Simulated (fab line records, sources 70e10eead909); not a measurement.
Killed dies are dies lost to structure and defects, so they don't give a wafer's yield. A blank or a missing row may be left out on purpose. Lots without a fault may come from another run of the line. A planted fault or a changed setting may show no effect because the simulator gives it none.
Which tool did it? | flow nand_harc | 11 lots, 33 wafers sampled, at 6 steps of a route of 1302

WHAT THE GAUGES READ, wafer by wafer
NHARC_A_ZERO_WELL_CD_MEAS_10: target cd 2000 nm. Usual: cd_nm 2000.5 nm, standard deviation 1.7.
lot  | measured     | on        | cd_nm (nm)           | flag
L209 | day 6 23:34  | cd_sem-01 | 1998.7 1999.1 2001.7 |
L210 | day 7 01:52  | cd_sem-02 | 2000.5 2000.4 2003.9 |
L212 | day 7 20:37  | cd_sem-01 | 2002.5 2003.0 1999.8 |
L215 | day 9 06:02  | cd_sem-02 | 1999.1 1999.5 2002.4 |
L216 | day 9 12:58  | cd_sem-01 | 2001.8 2001.2 2000.4 |
L217 | day 10 00:49 | cd_sem-01 | 1999.4 1999.4 2001.7 |
L218 | day 10 06:38 | cd_sem-03 | 2001.0 2000.3 2002.9 |
L221 | day 11 16:56 | cd_sem-03 | 1997.9 2000.9 1999.7 |
L223 | day 12 21:25 | cd_sem-03 | 2000.5 1998.3 2001.2 |
L229 | day 15 17:49 | cd_sem-03 | 2004.0 2003.2 2001.3 |
L231 | day 16 00:34 | cd_sem-03 | 2002.6 1999.0 2002.0 |

NHARC_A_ZERO_WELL_INSPECT_17. Usual: raw_defect_count 12, standard deviation 6.5.
lot  | measured     | on                | raw_defect_count | flag
L209 | day 7 01:01  | defect_inspect-02 | 14 20 32         |
L210 | day 7 03:20  | defect_inspect-01 | 23 12 19         |
L212 | day 7 22:07  | defect_inspect-01 | 8 27 16          |
L215 | day 9 07:30  | defect_inspect-02 | 9 9 10           |
L216 | day 9 14:28  | defect_inspect-01 | 7 10 12          |
L217 | day 10 02:22 | defect_inspect-02 | 6 10 6           |
L218 | day 10 08:08 | defect_inspect-01 | 4 14 10          |
L221 | day 11 18:26 | defect_inspect-01 | 12 31 20         |
L223 | day 12 22:54 | defect_inspect-01 | 9 16 13          |
L229 | day 15 19:17 | defect_inspect-02 | 11 10 1243       | OFF
L231 | day 16 02:02 | defect_inspect-01 | 8 26 1150        | OFF

NHARC_A_SOURCE_PLATE_THK_MEAS_06: measures by ellipsometry. Usual: thk_nm 200.6 nm, standard deviation 2.4.
lot  | measured     | on            | thk_nm (nm)       | flag
L209 | day 7 22:59  | film_metro-01 | 201.8 198.7 201.7 |
L210 | day 7 22:59  | film_metro-02 | 196.3 199.2 198.4 |
L212 | day 8 18:27  | film_metro-01 | 196.5 196.1 196.6 |
L215 | day 10 03:22 | film_metro-01 | 201.7 202.1 200.5 |
L216 | day 10 13:08 | film_metro-01 | 200.8 201.3 201.9 |
L217 | day 10 22:20 | film_metro-01 | 200.4 201.6 201.0 |
L218 | day 11 06:08 | film_metro-01 | 201.0 200.9 201.8 |
L221 | day 12 14:38 | film_metro-01 | 202.8 200.9 200.9 |
L223 | day 13 17:45 | film_metro-02 | 203.9 199.1 200.6 |
L229 | day 16 15:33 | film_metro-01 | 200.4 204.4 201.5 |
L231 | day 16 20:09 | film_metro-01 | 201.1 200.8 200.8 |

NHARC_END_SORT_01. Usual: killed_at_array 54, standard deviation 18; killed_at_other 0.7, standard deviation 0.87; killed_at_periphery 3.7, standard deviation 2.5; killed_dies 59, standard deviation 19; killed_open 3.3, standard deviation 2; killed_short 2.6, standard deviation 1.6.
lot  | measured     | on        | killed_at_array | killed_at_other | killed_at_periphery | killed_dies | killed_open | killed_short | flag
L209 | day 27 00:58 | prober-01 | 75 65 81        | 1 0 0           | 8 3 5               | 84 68 86    | 3 2 3       | 6 4 0        |
L215 | day 27 13:27 | prober-02 | 62 64 63        | 0 0 1           | 8 11 2              | 70 75 66    | 5 4 1       | 4 4 2        |
L216 | day 28 10:23 | prober-02 | 53 44 52        | 0 0 2           | 4 3 4               | 57 47 58    | 3 3 5       | 1 3 4        |
L217 | day 28 09:37 | prober-01 | 81 76 76        | 0 2 2           | 4 0 4               | 85 78 82    | 3 1 3       | 3 3 5        |
L218 | day 28 17:25 | prober-02 | 63 58 63        | 0 0 0           | 4 3 2               | 67 61 65    | 4 6 4       | 2 2 3        |
L229 | day 33 05:38 | prober-02 | 65 49 136       | 3 0 3           | 3 6 4               | 71 55 143   | 4 5 3       | 3 2 4        |
L231 | day 33 12:49 | prober-01 | 32 22 121       | 0 0 0           | 3 4 0               | 35 26 121   | 4 2 2       | 6 2 2        |

WHICH TOOL RAN EACH LOT (tool, then ch and the chambers of the sampled wafers, then the start)
lot  | NHARC_A_ZERO_WELL_ETCH_19          | NHARC_A_ZERO_WELL_ETCH_13
L209 | rie_diel-04 ch 0,2, day 6 23:48    | rie_si-02 ch 1,2,3, day 6 23:56
L210 | rie_diel-04 ch 0,1,3, day 7 02:08  | rie_si-04 ch 0,1,3, day 7 02:16
L212 | rie_diel-03 ch 0,1,3, day 7 20:52  | rie_si-04 ch 0,3, day 7 20:59
L215 | rie_diel-04 ch 0,1,2, day 9 06:18  | rie_si-02 ch 0,1,2, day 9 06:26
L216 | rie_diel-02 ch 0,1,2, day 9 13:13  | rie_si-02 ch 1,2, day 9 13:19
L217 | rie_diel-03 ch 0,3, day 10 01:04   | rie_si-04 ch 0,2,3, day 10 01:11
L218 | rie_diel-03 ch 0,1,2, day 10 06:53 | rie_si-02 ch 0,3, day 10 07:01
L221 | rie_diel-03 ch 0,2,3, day 11 17:10 | rie_si-01 ch 0,1,2, day 11 17:19
L223 | rie_diel-04 ch 0,2,3, day 12 21:40 | rie_si-01 ch 0,2,3, day 12 21:47
L229 | rie_diel-03 ch 0,2,3, day 15 18:04 | rie_si-01 ch 0,2,3, day 15 18:11
L231 | rie_diel-03 ch 0,1,3, day 16 00:49 | rie_si-01 ch 0,2,3, day 16 00:56
- NHARC_A_ZERO_WELL_ETCH_19: etches the open film in N2/H2, target depth 80 nm, overetch 24 nm, time 87.88 s.
- NHARC_A_ZERO_WELL_ETCH_13: etches the open film in HBr/Cl2, target depth 120 nm, time 40.1 s.

WHAT THE TOOLS THEMSELVES READ (means of the sampled wafers that have a number; where no wafer has one, the mark that the record gives instead)
NHARC_A_ZERO_WELL_ETCH_19. Usual: chamber_pressure_mTorr 29.997 mTorr, standard deviation 0.028; drypump_motor_current_A 5.68 A, standard deviation 0.24; h2_flow_sccm 149.9 sccm, standard deviation 0.52; oes_product_au 1.001 a.u., standard deviation 0.0096; rf_vpp_V 429.7 V, standard deviation 2.8; showerhead_plenum_p_Torr 2.01 Torr, standard deviation 0.098; throttle_valve_pct 14.172 %, standard deviation 0.0086.
lot  | tool        | chamber_pressure_mTorr (mTorr) | drypump_motor_current_A (A) | h2_flow_sccm (sccm) | oes_product_au (a.u.) | rf_vpp_V (V) | showerhead_plenum_p_Torr (Torr) | throttle_valve_pct (%) | flag
L209 | rie_diel-04 | 29.987                         | 5.68                        | 150.1               | 1.017                 | 434.9        | 2.18                            | 14.177                 |
L210 | rie_diel-04 | 30.008                         | 5.75                        | 149.2               | 1.013                 | 433.0        | 2.13                            | 14.172                 |
L212 | rie_diel-03 | 29.995                         | 5.55                        | 150.0               | 0.998                 | 428.1        | 1.94                            | 14.163                 |
L215 | rie_diel-04 | 29.984                         | 5.64                        | 149.5               | 1.003                 | 434.4        | 2.18                            | 14.180                 |
L216 | rie_diel-02 | 30.008                         | 5.76                        | 150.0               | 1.005                 | 428.3        | 1.95                            | 14.171                 |
L217 | rie_diel-03 | 29.977                         | 5.57                        | 150.0               | 0.999                 | 426.6        | 1.92                            | 14.164                 |
L218 | rie_diel-03 | 30.017                         | 5.67                        | 149.4               | 1.001                 | 428.8        | 1.98                            | 14.175                 |
L221 | rie_diel-03 | 29.996                         | 5.69                        | 149.4               | 1.007                 | 428.3        | 1.96                            | 14.168                 |
L223 | rie_diel-04 | 29.986                         | 5.78                        | 149.8               | 0.996                 | 433.3        | 2.12                            | 14.166                 |
L229 | rie_diel-03 | 30.000                         | 5.69                        | 150.2               | 0.991                 | 428.1        | 1.96                            | 14.178                 |
L231 | rie_diel-03 | 30.008                         | 5.56                        | 149.9               | 0.994                 | 427.9        | 1.94                            | 14.177                 |

NHARC_A_ZERO_WELL_ETCH_13. Usual: chamber_pressure_mTorr 15.000 mTorr, standard deviation 0.012; drypump_motor_current_A 5.7 A, standard deviation 0.33; mfc_cl2_sccm 50.00 sccm, standard deviation 0.16; oes_product_au 1.003 a.u., standard deviation 0.012; throttle_valve_pct 26.406 %, standard deviation 0.0089.
lot  | tool      | chamber_pressure_mTorr (mTorr) | drypump_motor_current_A (A) | mfc_cl2_sccm (sccm) | oes_product_au (a.u.) | throttle_valve_pct (%) | flag
L209 | rie_si-02 | 14.996                         | 5.5                         | 50.07               | 1.011                 | 26.401                 |
L210 | rie_si-04 | 14.998                         | 5.8                         | 50.06               | 0.998                 | 26.405                 |
L212 | rie_si-04 | 14.992                         | 5.9                         | 50.05               | 0.988                 | 26.408                 |
L215 | rie_si-02 | 15.005                         | 5.6                         | 50.09               | 1.006                 | 26.413                 |
L216 | rie_si-02 | 14.990                         | 5.3                         | 49.91               | 1.019                 | 26.405                 |
L217 | rie_si-04 | 14.998                         | 5.7                         | 50.20               | 1.009                 | 26.400                 |
L218 | rie_si-02 | 14.996                         | 5.8                         | 50.01               | 0.991                 | 26.410                 |
L221 | rie_si-01 | 15.004                         | 5.7                         | 49.92               | 1.004                 | 26.403                 |
L223 | rie_si-01 | 14.999                         | 5.7                         | 50.02               | 1.001                 | 26.410                 |
L229 | rie_si-01 | 15.004                         | 5.7                         | 50.12               | 0.994                 | 26.415                 |
L231 | rie_si-01 | 15.000                         | 5.7                         | 49.97               | 0.996                 | 26.398                 |

THE ANSWER, worked out from the rows above alone
Rule: a lot is off if the mean of its wafers that have a number lies more than 3 standard deviations from the usual mean. A lot without any number at a reading at which 4 lots or more have one is off too. The other lots that the step has rows for count as sound. The gauges are gone through in route order, then the tools' own readings, and for those a lot's mean is taken as printed above. The first step at which some lot is off is used, and at that step the reading that is off furthest; a lot without a number counts as furthest.
Off: L229, L231, at NHARC_A_ZERO_WELL_INSPECT_17 (raw_defect_count).
A tool fits if, at a process step before that reading, it ran every lot that is off, and no sound lot after the first of them. The gauges at NHARC_A_ZERO_WELL_INSPECT_17 are tried like those tools. Can't be told from this: 2 tools fit, rie_diel-03 at NHARC_A_ZERO_WELL_ETCH_19, rie_si-01 at NHARC_A_ZERO_WELL_ETCH_13.

WHAT THE SIMULATOR HAD PUT IN
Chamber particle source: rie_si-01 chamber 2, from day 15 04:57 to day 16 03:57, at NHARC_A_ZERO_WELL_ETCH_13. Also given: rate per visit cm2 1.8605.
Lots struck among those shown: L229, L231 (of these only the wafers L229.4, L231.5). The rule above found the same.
